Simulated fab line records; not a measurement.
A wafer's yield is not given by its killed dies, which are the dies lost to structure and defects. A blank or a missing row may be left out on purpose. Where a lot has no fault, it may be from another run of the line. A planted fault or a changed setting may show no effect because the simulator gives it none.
fab line records    flow nandHarc
[record] lots = 12  wafers = 36  lastDay = 24
route steps=1159 shown P_ZERO_WELL@26 P_STI@109 P_GATE@131
lots untouched by any fault: they come from a run of this same line in which no faults occurred
startH: hours from the record's opening day to when the first of the lot's shown wafers began    waitH: hours since the lot's step before    " as in the row above    L1.1+2: one row covering several wafers at once    - either no value or no given start    * or withheld: withheld    < > ~ a bound
route shown NAME@n: NAME is a module with steps in the file, n the number in the route of the first one    usual: mean/standard deviation taken from wafers without a fault    same: alike in all rows    chamber/n: place in a boat    sites: the reading at each site    _std_site: the standard deviation of these    _edge_site: outer sites' mean less inner sites'    radiusMm: for every site, how far away it sits from the centre of the wafer    mask NAME#n: copy n    behind: tool/chamber where the wafer was last shaped    hold: cause of the lot's hold/its duration in hours/its outcome    device: which transistor (n, p or np) failed to switch    end of line: tests of these same wafers at the route's end    a step with no rows: only its recipe    killed: count of dies lost to structure and defects at first sort (not the wafer's yield)    map: the dies of a wafer, with x for killed, . for not killed, _ for no die there
set.NAME: the setting the step ran with; set.NAME@STEP: the setting that earlier step ran with    model.NAME: the simulator's own value behind a step, which no gauge read
steps of the route over a sample of lots; a table a step, a row a wafer
services: when a tool's chamber went out of use (startH, in hours from the record's first day, below 0 if earlier), for how many hours, and the reason
[[steps]]
[step NHARC_P_ZERO_WELL_EXPOSE_21]
[recipe] na = 0.6  targetCdNm = 720  doseMj = 22.31  maskId = P_NWELL
[usual] reticleTempC = 22.99/0.1  stageVelMmS = 499.99/0.25
lot.wafer  tool           chamber  startH  waitH  mask          reticleTempC  stageVelMmS
L687.1     krfScanner-02  0        20.32   -      P_NWELL#0     23.02         499.85
L687.3     "              0        "       "      P_NWELL#0     23.08         500.14
L687.6     "              0        "       "      P_NWELL#0     23.08         500.30
L688.2     krfScanner-02  0        26.48   -      P_NWELL#0     22.85         499.88
L688.3     "              0        "       "      P_NWELL#0     22.81         500.41
L688.4     "              0        "       "      P_NWELL#0     22.98         500.25
L689.3     krfScanner-01  0        32.47   -      P_NWELL#0     23.03         499.80
L689.5     "              0        "       "      P_NWELL#0     22.99         500.04
L689.6     "              0        "       "      P_NWELL#0     23.08         499.75
L691.4     krfScanner-03  0        44.35   -      P_NWELL#0     23.02         499.53
L691.5     "              0        "       "      P_NWELL#0     22.90         500.01
L691.6     "              0        "       "      P_NWELL#0     22.83         500.08
L692.2     krfScanner-02  0        50.37   -      P_NWELL#0     23.21         499.84
L692.4     "              0        "       "      P_NWELL#0     23.21         499.93
L692.5     "              0        "       "      P_NWELL#0     22.98         499.89
L694.1     krfScanner-03  0        62.37   -      P_NWELL#0     22.98         500.18
L694.4     "              0        "       "      P_NWELL#0     23.09         500.14
L694.5     "              0        "       "      P_NWELL#0     22.99         499.87
L695.1     krfScanner-01  0        68.83   -      P_NWELL#0     23.08         500.28
L695.3     "              0        "       "      P_NWELL#0     23.07         499.78
L695.5     "              0        "       "      P_NWELL#0     23.05         499.94
L696.1     krfScanner-02  0        74.45   -      P_NWELL_R1#0  23.04         499.44
L696.5     "              0        "       "      P_NWELL_R1#0  23.15         499.72
L696.6     "              0        "       "      P_NWELL_R1#0  23.05         500.00
L699.1     krfScanner-01  0        92.32   -      P_NWELL#0     22.93         500.35
L699.3     "              0        "       "      P_NWELL#0     23.11         500.36
L699.5     "              0        "       "      P_NWELL#0     23.00         500.20
L706.1     krfScanner-02  0        134.54  -      P_NWELL#0     22.94         499.84
L706.3     "              0        "       "      P_NWELL#0     22.97         499.76
L706.6     "              0        "       "      P_NWELL#0     22.98         499.98
L707.4     krfScanner-02  0        140.24  -      P_NWELL#0     22.76         500.19
L707.5     "              0        "       "      P_NWELL#0     22.81         500.33
L707.6     "              0        "       "      P_NWELL#0     22.97         500.38
L709.1     krfScanner-02  0        152.32  -      P_NWELL#0     22.97         499.88
L709.2     "              0        "       "      P_NWELL#0     23.16         500.09
L709.5     "              0        "       "      P_NWELL#0     22.99         499.67
[step NHARC_P_ZERO_WELL_CD_MEAS_24]
[recipe] targetCdNm = 720  landingEnergyEv = 500
[usual] cdNm = 720.7/2.2
lot.wafer  tool      chamber  startH  waitH  cdNm
L687.1     cdSem-03  0        20.48   -      717.1
L687.3     "         0        "       "      723.5
L687.6     "         0        "       "      718.7
L688.2     cdSem-03  0        26.64   -      721.6
L688.3     "         0        "       "      721.4
L688.4     "         0        "       "      722.6
L689.3     cdSem-03  0        32.62   -      721.4
L689.5     "         0        "       "      721.8
L689.6     "         0        "       "      720.5
L691.4     cdSem-02  0        44.50   -      719.8
L691.5     "         0        "       "      721.6
L691.6     "         0        "       "      721.4
L692.2     cdSem-01  0        50.53   -      717.6
L692.4     "         0        "       "      717.9
L692.5     "         0        "       "      721.1
L694.1     cdSem-03  0        62.52   -      721.3
L694.4     "         0        "       "      718.3
L694.5     "         0        "       "      723.2
L695.1     cdSem-03  0        68.99   -      720.6
L695.3     "         0        "       "      721.3
L695.5     "         0        "       "      720.4
L696.1     cdSem-01  0        74.62   -      714.0
L696.5     "         0        "       "      714.2
L696.6     "         0        "       "      713.9
L699.1     cdSem-03  0        92.48   -      719.8
L699.3     "         0        "       "      718.2
L699.5     "         0        "       "      721.0
L706.1     cdSem-01  0        134.71  -      722.2
L706.3     "         0        "       "      724.7
L706.6     "         0        "       "      723.5
L707.4     cdSem-02  0        140.39  -      719.9
L707.5     "         0        "       "      722.3
L707.6     "         0        "       "      720.7
L709.1     cdSem-02  0        152.47  -      721.5
L709.2     "         0        "       "      720.6
L709.5     "         0        "       "      717.9
[step NHARC_P_ZERO_WELL_DESCUM_54]
[recipe] timeS = 3  o2FlowSccm = 200  arFlowSccm = 0  biasPowerW = 0  chemistry = O2
[usual] drypumpMotorCurrentA = 5.8/0.38  oesProductAu = 0.998/0.013  rfVppV = 57.7/0.81  showerheadPlenumPTorr = 1.90/0.094  throttleValvePct = 11.311/0.0095
lot.wafer  tool        chamber  startH  waitH  drypumpMotorCurrentA  oesProductAu  rfHoursCounterH  rfVppV  showerheadPlenumPTorr  throttleValvePct
L687.3     rieDiel-07  1        23.79   -      5.0                   0.997         9                57.4    2.06                   11.309
L687.1     "           3        "       "      5.6                   1.032         10               57.9    1.82                   11.305
L687.6     "           0        "       "      5.7                   0.974         -                58.7    1.81                   11.327
L688.4     rieDiel-04  1        30.09   -      5.7                   1.008         4                56.7    1.85                   11.307
L688.2     "           2        "       "      6.0                   1.002         5                56.9    1.87                   11.301
L688.3     "           3        "       "      6.0                   1.020         5                58.6    1.99                   11.315
L689.3     rieDiel-09  0        36.07   -      6.6                   0.996         9                56.8    1.82                   11.300
L689.6     "           1        "       "      6.2                   0.992         -                57.5    2.02                   11.314
L689.5     "           3        "       "      5.7                   0.991         -                59.2    1.96                   11.312
L691.5     rieDiel-07  3        47.95   -      5.5                   1.021         -                57.8    1.82                   11.302
L691.6     "           0        "       "      5.7                   0.965         -                57.2    1.81                   11.303
L691.4     "           2        "       "      5.6                   0.981         -                58.7    1.80                   11.310
L692.2     rieDiel-09  3        53.99   -      5.7                   1.004         10               57.6    1.96                   11.305
L692.4     "           0        "       "      6.5                   1.011         11               58.0    1.82                   11.322
L692.5     "           0        "       "      6.5                   1.012         -                56.9    1.82                   11.311
L694.1     rieDiel-07  3        65.90   -      5.5                   1.006         0                57.0    1.82                   11.309
L694.4     "           0        "       "      5.7                   0.972         -                58.0    1.81                   11.302
L694.5     "           3        "       "      5.5                   1.012         -                57.2    1.82                   11.323
L695.1     rieDiel-09  1        72.46   -      6.2                   1.002         11               58.4    2.01                   11.339
L695.3     "           3        "       "      5.7                   0.996         11               58.7    1.96                   11.310
L695.5     "           2        "       "      6.1                   0.982         -                57.3    1.79                   11.286
L696.1     rieDiel-07  0        77.99   -      5.7                   0.997         1                57.6    1.81                   11.308
L696.6     "           0        "       "      5.7                   0.991         -                58.4    1.81                   11.306
L696.5     "           1        "       "      5.0                   1.007         -                57.6    2.06                   11.334
L699.1     rieDiel-04  0        99.66   -      5.8                   0.984         8                58.3    1.99                   11.329
L699.3     "           2        "       "      6.0                   0.999         11               58.5    1.86                   11.318
L699.5     "           0        "       "      5.8                   0.983         -                57.9    1.99                   11.295
L706.3     rieDiel-09  3        138.10  -      5.7                   0.988         4                57.0    1.96                   11.312
L706.1     "           0        "       "      6.5                   1.019         3                57.1    1.82                   11.303
L706.6     "           1        "       "      6.2                   0.982         -                57.8    2.01                   11.306
L707.4     rieDiel-07  2        143.84  -      5.6                   1.010         7                57.4    1.80                   11.304
L707.6     "           1        "       "      5.0                   0.993         -                59.3    2.06                   11.305
L707.5     "           2        "       "      5.6                   1.009         -                56.7    1.80                   11.307
L709.1     rieDiel-07  0        155.90  -      5.7                   0.984         7                57.2    1.80                   11.309
L709.2     "           2        "       "      5.6                   1.000         8                57.6    1.80                   11.326
L709.5     "           1        "       "      5.0                   0.990         -                57.9    2.06                   11.299
[step NHARC_P_STI_INSPECT_25]
[usual] rawDefectCount = 215/78
lot.wafer  tool              chamber  startH  waitH  rawDefectCount
L687.1     defectInspect-01  -        72.08   0.4    204
L687.3     "                 -        "       "      268
L687.6     "                 -        "       "      274
L688.2     defectInspect-01  -        80.34   0.4    237
L688.3     "                 -        "       "      208
L688.4     "                 -        "       "      157
L689.3     defectInspect-01  -        88.37   0.4    233
L689.5     "                 -        "       "      154
L689.6     "                 -        "       "      258
L691.4     defectInspect-02  -        96.30   0.4    157
L691.5     "                 -        "       "      139
L691.6     "                 -        "       "      125
L692.2     defectInspect-01  -        101.42  0.4    151
L692.4     "                 -        "       "      145
L692.5     "                 -        "       "      387
L694.1     defectInspect-01  -        110.49  0.4    208
L694.4     "                 -        "       "      306
L694.5     "                 -        "       "      237
L695.1     defectInspect-02  -        118.06  0.4    162
L695.3     "                 -        "       "      199
L695.5     "                 -        "       "      117
L696.1     defectInspect-02  -        124.11  0.4    228
L696.5     "                 -        "       "      295
L696.6     "                 -        "       "      116
L699.1     defectInspect-01  -        141.59  0.4    277
L699.3     "                 -        "       "      119
L699.5     "                 -        "       "      190
L706.1     defectInspect-01  -        180.44  0.4    136
L706.3     "                 -        "       "      143
L706.6     "                 -        "       "      110
L707.4     defectInspect-02  -        194.20  0.4    276
L707.5     "                 -        "       "      166
L707.6     "                 -        "       "      274
L709.1     defectInspect-01  -        202.94  0.4    267
L709.2     "                 -        "       "      153
L709.5     "                 -        "       "      324
[step NHARC_P_GATE_HM_DEP_102]
[recipe] targetThkA = 1200  tempC = 400  material = aC
[usual] throttleValvePct = 34.999/0.0085
lot.wafer  tool       chamber  startH  waitH  throttleValvePct
L687.1     aclDep-01  0        94.69   2.5    35.002
L687.3     "          0        "       "      34.992
L687.6     "          0        "       "      34.986
L688.2     aclDep-02  0        101.38  0.5    34.998
L688.3     "          0        "       "      35.010
L688.4     "          0        "       "      34.998
L689.3     aclDep-01  0        109.06  0.6    35.018
L689.5     "          0        "       "      34.994
L689.6     "          0        "       "      35.007
L691.4     aclDep-02  0        117.36  0.7    35.003
L691.5     "          0        "       "      35.006
L691.6     "          0        "       "      34.995
L692.2     aclDep-02  0        123.13  1.3    34.990
L692.4     "          0        "       "      35.013
L692.5     "          0        "       "      34.992
L694.1     aclDep-03  0        131.46  0.4    34.998
L694.4     "          0        "       "      35.011
L694.5     "          0        "       "      35.007
L695.1     aclDep-02  0        138.98  0.4    35.005
L695.3     "          0        "       "      34.980
L695.5     "          0        "       "      34.998
L696.1     aclDep-01  0        145.25  0.4    34.996
L696.5     "          0        "       "      34.994
L696.6     "          0        "       "      35.007
L699.1     aclDep-02  0        162.26  0.4    34.996
L699.3     "          0        "       "      35.012
L699.5     "          0        "       "      34.993
L706.1     aclDep-02  0        203.56  1.5    34.983
L706.3     "          0        "       "      35.009
L706.6     "          0        "       "      34.983
L707.4     aclDep-02  0        216.76  0.7    34.994
L707.5     "          0        "       "      35.002
L707.6     "          0        "       "      34.985
L709.1     aclDep-01  0        223.37  0.4    35.004
L709.2     "          0        "       "      34.999
L709.5     "          0        "       "      34.994
[[services]]
tool           chamber  startH  hours  kind
rieDiel-07     0        11.66   6.4    repair
rieDiel-07     2        22.20   8.6    repair
krfScanner-01  -        28.36   0.3    repair
rieDiel-07     1        31.13   11.4   repair
rieDiel-09     2        33.49   16.7   repair
krfScanner-02  -        38.00   4.0    pm
krfScanner-01  -        43.71   10.7   repair
rieDiel-07     1        46.60   19.3   repair
rieDiel-07     -        51.67   9.0    pm
rieDiel-04     0        55.71   15.7   repair
krfScanner-02  -        65.40   1.7    repair
rieDiel-09     -        77.10   9.0    pm
krfScanner-01  -        84.00   4.0    pm
krfScanner-03  -        89.87   0.4    repair
aclDep-01      -        112.62  13.0   pm
aclDep-01      -        159.09  9.5    repair
aclDep-02      -        169.09  13.0   pm
rieDiel-09     3        171.17  6.7    repair
rieDiel-09     -        177.28  1.7    repair
rieDiel-07     2        178.39  15.6   repair
rieDiel-09     3        179.97  3.6    repair
krfScanner-02  -        189.36  0.4    repair
aclDep-02      -        209.83  1.1    repair
krfScanner-02  -        210.00  4.0    pm
[[key]]
[firstSign] step = NHARC_P_ZERO_WELL_EXPOSE_21  reading = mask  direction = changed
[effect] step = NHARC_P_ZERO_WELL_CD_MEAS_24  reading = cdNm  direction = down  sigmas = 3.1  usual = 720.7  struck = 714.0
metAt NHARC_P_ZERO_WELL_EXPOSE_21
struckLots L696
testerLeftOut L696
notActingAt NHARC_P_ZERO_WELL_DESCUM_54,NHARC_P_STI_INSPECT_25,NHARC_P_GATE_HM_DEP_102
onsetBetween 50.37 74.45
[fault] kind = wrongMask  tool = any  chamber = -  onsetH = 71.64  steps = NHARC_P_ZERO_WELL_EXPOSE_21  auxCopy = P_NWELL_R1#0  cdOffsetNm = -6.9539  scope = struckLotsOnly
// testerLeftOut: of these lots the tester's yield and bins aren't shown, on N5 and GAA mostly nor the transistor test; their killed dies are dies lost to structure and defects alone, not to doping, threshold or leakage, so they don't give the yield
